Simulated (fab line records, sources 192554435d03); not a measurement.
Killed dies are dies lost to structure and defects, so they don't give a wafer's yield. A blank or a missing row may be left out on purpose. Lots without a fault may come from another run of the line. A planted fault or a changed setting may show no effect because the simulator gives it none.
fab line records | flow n5_finfet
record lots=10 wafers=27 last_day=16
route steps=1938 shown BEOL_M2@890 BEOL_M4@1111
lots that met no fault: from a run of the same line without faults
start_h: hours from the record's first day to the start of the lot's first wafer shown | wait_h: hours since the lot's step before | " the same as in the row above | L1.1+2: a row that stands for several wafers | - no value, or no start given | * or withheld: withheld | < > ~ a bound
route shown NAME@n: a module of which the file shows steps, and the number in the route of the first | usual: mean/standard deviation of fault-free wafers | same: alike in all rows | chamber/n: place in a boat | sites: the reading at each site | _std_site: their standard deviation | _edge_site: outer sites' mean less inner sites' | radius_mm: how far each site lies from the wafer's centre | mask NAME#n: copy n | behind: the tool/chamber that last shaped the wafer | hold: why the lot was held/for how many hours/how that ended | device: the transistor (n, p or np) that didn't switch | end of line: the same wafers' tests at the end of the route | a step without rows: its recipe alone | killed: dies lost to structure and defects at the first sort, not the wafer's yield | map: a wafer's dies, x killed, . not, _ none there
set.NAME: the setting as run; set.NAME@STEP: as run at that earlier step | model.NAME: the simulator's own value behind a step, which no gauge read
steps of the route over a sample of lots; a table a step, a row a wafer
services: from which hour (start_h, from the record's first day; less than 0 if before it) a tool's chamber was out of use, for how many hours, and why
## steps
# step N5_BEOL_M2_TRENCH_ETCH_37
# recipe chemistry=C4F6/O2 target_depth_a=555.55 target=SiOC time_s=29.2 ion_energy_ev=250 pressure_mtorr=30 source_w=355 bias_w=185 Ar_flow_sccm=300 C4F6_flow_sccm=10 O2_flow_sccm=10
# usual drypump_motor_current_A=5.9/0.5 oes_product_au=0.81/0.082 rf_fwd_power_W=349.6/1.9 rf_vpp_V=669/5.8 showerhead_plenum_p_Torr=2.84/0.089 throttle_valve_pct=20.84/0.23
# columns lot.wafer tool chamber start_h wait_h drypump_motor_current_A oes_product_au rf_fwd_power_W rf_hours_counter_h rf_vpp_V showerhead_plenum_p_Torr throttle_valve_pct
L216.2 rie_diel-04 3 - - 6.0 0.86 350.2 46 677 3.01 20.69
L216.4 " 3 " " 6.0 0.85 348.6 - 676 3.01 20.70
L216.6 " 1 " " 5.9 0.67 347.4 - 664 2.79 21.07
L219.1 rie_diel-04 0 - - 6.5 0.68 353.0 240 662 2.82 21.06
L219.4 " 3 " " 6.0 0.85 346.0 - 677 3.00 20.69
L219.6 " 0 " " 6.5 0.68 351.9 - 661 2.82 21.06
L221.1 rie_diel-06 2 - - 5.9 0.72 349.6 156 672 2.74 20.69
L221.4 " 1 " " 5.7 0.74 347.9 140 675 2.96 21.19
L221.6 " 1 " " 5.7 0.75 347.6 - 673 2.96 21.20
L222.1 rie_diel-02 2 - - 6.4 0.83 348.4 88 670 2.88 21.01
L222.4 " 0 " " 5.3 0.89 351.6 31 661 2.78 20.34
L222.6 " 3 " " 5.1 0.67 351.6 - 659 2.81 21.34
L223.1 rie_diel-04 3 - - 6.0 0.83 347.1 63 676 3.00 20.71
L223.2 " 2 " " 5.9 0.81 351.8 75 676 2.76 20.89
L223.4 " 1 " " 5.9 0.95 348.1 - 664 2.79 20.74
L225.2 rie_diel-06 3 - - 4.9 0.79 349.8 103 676 2.86 20.96
L225.4 " 2 " " 6.0 0.72 349.9 168 674 2.73 20.70
L225.6 " 2 " " 6.0 0.72 349.2 - 672 2.73 20.71
L226.2 rie_diel-04 3 - - 6.0 0.83 347.7 71 677 2.99 20.74
L226.4 " 1 " " 5.9 0.92 349.6 - 664 2.79 20.75
L227.2 rie_diel-04 2 - - 5.9 0.82 351.0 89 673 2.76 20.90
L227.6 " 1 " " 5.9 0.93 347.9 - 663 2.79 20.76
L228.2 rie_diel-06 0 - - 6.8 0.75 350.4 127 668 2.73 20.49
L228.3 " 2 " " 6.0 0.71 349.8 177 670 2.73 20.73
L235.1 rie_diel-04 2 - - 5.9 0.79 351.9 104 672 2.75 20.92
L235.3 " 3 " " 6.0 0.80 349.2 93 676 2.98 20.76
L235.4 " 1 " " 5.9 0.88 346.4 37 664 2.78 20.79
# step N5_BEOL_M2_DEGAS_44
# recipe ambient=vacuum temp_c=250 time_s=60
# usual heater_power_w=344/34
# columns lot.wafer tool chamber start_h wait_h heater_power_w
L216.2 pvd_sputter-03 - 151.72 0.2 297
L216.4 " - " " 358
L216.6 " - " " 373
L219.1 pvd_sputter-03 - 165.06 0.6 352
L219.4 " - " " 310
L219.6 " - " " 353
L221.1 pvd_sputter-02 - 174.86 0.5 398
L221.4 " - " " 323
L221.6 " - " " 302
L222.1 pvd_sputter-03 - 179.66 0.1 303
L222.4 " - " " 378
L222.6 " - " " 387
L223.1 pvd_sputter-01 - 192.98 0.1 324
L223.2 " - " " 379
L223.4 " - " " 281
L225.2 pvd_sputter-02 - 203.33 0.2 391
L225.4 " - " " 366
L225.6 " - " " 388
L226.2 pvd_sputter-03 - 205.75 0.3 382
L226.4 " - " " 306
L227.2 pvd_sputter-02 - 226.65 0.4 305
L227.6 " - " " 324
L228.2 pvd_sputter-02 - 230.85 0.4 392
L228.3 " - " " 374
L235.1 pvd_sputter-03 - 269.19 0.2 384
L235.3 " - " " 308
L235.4 " - " " 312
# step N5_BEOL_M2_ALD_84
# recipe material=TaN target_thk_a=* temp_c=275 ald_precursor_family=PDMAT ald_co_reactant=NH3 pressure_torr=3 carrier_flow_sccm=1500 pulse_time_s=2 purge_time_s=3 co_reactant_purge_time_s=2 co_reactant_pulse_time_s=3 ald_cycles=30 precursor_vessel_temp_c=75 precursor_vessel_pressure_torr=26.25 precursor_vessel_carrier_sccm=1000
# usual heater_power_w=434/54 precursor_vessel_temp_c=74.98/0.13
# columns lot.wafer tool chamber start_h wait_h heater_power_w precursor_vessel_temp_c
L216.2 ald_metal-02 3 151.84 0.1 399 74.92
L216.4 " 2 " " 429 74.90
L216.6 " 1 " " 476 75.03
L219.1 ald_metal-02 3 165.23 0.1 382 75.04
L219.4 " 1 " " 461 75.02
L219.6 " 2 " " 418 74.94
L221.1 ald_metal-04 2 175.19 0.3 495 75.09
L221.4 " 0 " " 381 75.24
L221.6 " 1 " " 498 74.89
L222.1 ald_metal-03 2 179.76 0.0 412 74.88
L222.4 " 3 " " 322 75.16
L222.6 " 1 " " 438 74.79
L223.1 ald_metal-04 2 193.09 0.0 484 74.98
L223.2 " 3 " " 498 74.95
L223.4 " 1 " " 488 74.82
L225.2 ald_metal-04 0 203.45 0.1 388 75.05
L225.4 " 3 " " 487 74.78
L225.6 " 2 " " 492 74.90
L226.2 ald_metal-03 1 205.85 0.0 444 74.96
L226.4 " 0 " " 378 74.74
L227.2 ald_metal-04 2 226.77 0.1 501 75.09
L227.6 " 2 " " 494 75.00
L228.2 ald_metal-03 0 230.97 0.1 380 75.10
L228.3 " 2 " " 424 75.16
L235.1 ald_metal-02 1 269.29 0.0 474 74.96
L235.3 " 3 " " 405 75.17
L235.4 " 0 " " 417 75.11
# step N5_BEOL_M2_CVD_47
# recipe material=Co target_thk_a=30 temp_c=withheld precursor=CCTBA/H2 pressure_torr=30 time_s=223.8
# usual run_length_s=247.0/0.42
# columns lot.wafer tool chamber start_h wait_h run_length_s
L216.2 cvd_co-02 1 152.17 0.1 246.7
L216.4 " 0 " " 246.4
L216.6 " 2 " " 247.2
L219.1 cvd_co-01 2 167.36 0.3 246.7
L219.4 " 0 " " 247.2
L219.6 " 1 " " 247.4
L221.1 cvd_co-02 1 175.71 0.3 247.3
L221.4 " 1 " " 247.2
L221.6 " 0 " " 246.3
L222.1 cvd_co-01 1 180.13 0.1 247.2
L222.4 " 0 " " 247.2
L222.6 " 1 " " 247.1
L223.1 cvd_co-01 1 193.43 0.1 246.8
L223.2 " 2 " " 247.2
L223.4 " 0 " " 247.7
L225.2 cvd_co-01 2 204.28 0.3 247.1
L225.4 " 1 " " 247.5
L225.6 " 0 " " 247.4
L226.2 cvd_co-01 0 206.36 0.0 245.1
L226.4 " 2 " " 247.3
L227.2 cvd_co-01 2 227.15 0.0 244.3
L227.6 " 1 " " 247.1
L228.2 cvd_co-01 1 231.44 0.2 244.5
L228.3 " 0 " " 245.1
L235.1 cvd_co-02 1 269.72 0.2 246.7
L235.3 " 2 " " 247.5
L235.4 " 2 " " 247.4
# step N5_BEOL_M4_RC_MEAS_101
# usual DIBL_N=36.3/1 DIBL_P=36.2/1.4 IOFF_N=0.157/0.021 IOFF_P=0.206/0.025 ION_N=673/9 ION_P=461/6.4 SS_N=71.5/0.5 SS_P=73.2/0.47 VT_N=249.9/2.4 VT_P=-250.6/2.9
# columns lot.wafer tool chamber start_h wait_h DIBL_N[mV/V] DIBL_P[mV/V] IOFF_N[nA/um] IOFF_P[nA/um] ION_N[uA/um] ION_P[uA/um] SS_N[mV/dec] SS_P[mV/dec] VT_N[mV] VT_P[mV]
L216.2 prober-02 0 178.17 0.2 36.3 36.9 0.150 0.209 659 457 71.7 72.9 252.3 -251.1
L216.4 " 0 " " 35.5 36.1 0.134 0.194 657 452 71.6 73.6 255.2 -251.2
L216.6 " 0 " " 37.9 38.2 0.171 0.225 669 461 72.7 74.3 250.0 -252.0
L219.1 prober-02 0 199.64 0.0 36.7 37.4 0.170 0.224 669 464 72.4 73.5 247.3 -249.1
L219.4 " 0 " " 35.1 36.1 0.145 0.196 665 456 71.5 73.2 251.9 -252.0
L219.6 " 0 " " 35.3 36.2 0.144 0.196 661 458 70.9 73.4 251.8 -252.4
L221.1 prober-01 0 205.76 0.0 37.1 38.0 0.200 0.260 676 464 72.4 74.0 247.1 -247.2
L221.4 " 0 " " 36.2 37.4 0.189 0.241 673 463 71.8 73.5 246.8 -248.0
L221.6 " 0 " " 36.3 37.1 0.183 0.251 676 465 71.9 74.3 249.2 -246.9
L222.1 prober-02 0 206.44 0.0 36.2 35.7 0.148 0.186 673 457 71.8 73.9 250.7 -252.1
L222.4 " 0 " " 36.6 35.6 0.154 0.178 675 456 71.9 72.4 248.6 -251.9
L222.6 " 0 " " 36.2 35.8 0.151 0.182 677 467 71.1 73.3 250.7 -252.5
L223.1 prober-02 0 211.26 0.0 35.4 35.4 0.140 0.180 663 451 70.8 73.5 252.7 -250.7
L223.2 " 0 " " 36.5 36.8 0.175 0.203 685 465 72.0 73.5 246.5 -250.9
L223.4 " 0 " " 36.2 35.5 0.159 0.186 661 450 71.9 73.4 250.9 -254.0
L225.2 prober-01 0 234.04 0.2 36.5 35.9 0.161 0.207 675 461 71.6 72.9 248.3 -252.3
L225.4 " 0 " " 35.9 35.9 0.152 0.208 670 465 71.8 72.8 250.5 -248.5
L225.6 " 0 " " 35.5 35.2 0.155 0.199 674 469 71.9 72.5 249.1 -248.3
L226.2 prober-02 0 237.29 0.2 37.3 37.7 0.164 0.208 668 455 72.2 73.4 250.5 -253.6
L226.4 " 0 " " 37.2 38.3 0.170 0.222 687 462 72.1 72.6 247.8 -251.6
L227.2 prober-01 0 247.33 0.2 35.0 34.8 0.146 0.197 674 465 71.1 72.9 250.0 -252.0
L227.6 " 0 " " 36.3 36.4 0.173 0.220 677 459 71.4 72.9 247.7 -250.4
L228.2 prober-01 0 251.95 0.2 36.6 36.7 0.187 0.259 685 470 71.7 73.0 247.2 -244.2
L228.3 " 0 " " 36.8 36.7 0.202 0.271 687 475 71.7 72.9 243.5 -244.8
L235.1 prober-01 0 289.16 0.0 35.8 34.6 0.141 0.206 679 470 71.0 73.2 250.3 -247.9
L235.3 " 0 " " 36.5 34.8 0.147 0.210 665 463 71.5 72.5 248.9 -246.2
L235.4 " 0 " " 35.6 34.3 0.142 0.208 681 472 71.0 72.6 250.8 -247.9
## services
# columns tool chamber start_h hours kind
cvd_co-02 0 128.78 10.8 repair
rie_diel-04 1 151.30 - clean
rie_diel-04 1 151.30 - consumable_replace:focus_ring
rie_diel-04 1 151.30 20.6 scheduled_down
rie_diel-04 1 151.30 20.6 vent_cycle
rie_diel-06 2 154.30 2.7 repair
cvd_co-02 2 164.82 8.4 repair
rie_diel-02 - 187.98 14.6 pm
rie_diel-04 0 191.11 - clean
rie_diel-04 0 191.11 - consumable_replace:focus_ring
rie_diel-04 0 191.11 17.0 scheduled_down
rie_diel-04 0 191.11 17.0 vent_cycle
ald_metal-03 1 197.08 2.4 repair
ald_metal-02 - 201.78 6.0 pm
rie_diel-04 1 209.25 5.5 repair
ald_metal-02 0 223.66 15.9 repair
rie_diel-04 0 234.06 1.5 repair
cvd_co-01 0 240.44 2.5 repair
rie_diel-02 3 252.44 - clean
rie_diel-02 3 252.44 - consumable_replace:focus_ring
rie_diel-02 3 252.44 23.4 scheduled_down
rie_diel-02 3 252.44 23.4 vent_cycle
## key
first_sign step=N5_BEOL_M2_CVD_47 reading=run_length_s direction=down sigmas=5.5 usual=* struck=*
effect none on later readings
met_at N5_BEOL_M2_CVD_47
struck_lots L226,L227,L228
struck_wafers L226.2,L227.2,L228.2,L228.3
not_acting_at N5_BEOL_M2_TRENCH_ETCH_37,N5_BEOL_M2_DEGAS_44,N5_BEOL_M2_ALD_84
onset_between 204.28 206.36
fault kind=process_parameter_drift tool=cvd_co-01 chamber=- onset_h=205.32 steps=N5_BEOL_M2_CVD_47 channel=time_s offset=* shape=step end_h=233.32 scope=struck_wafers_only acts_in=* stated=*
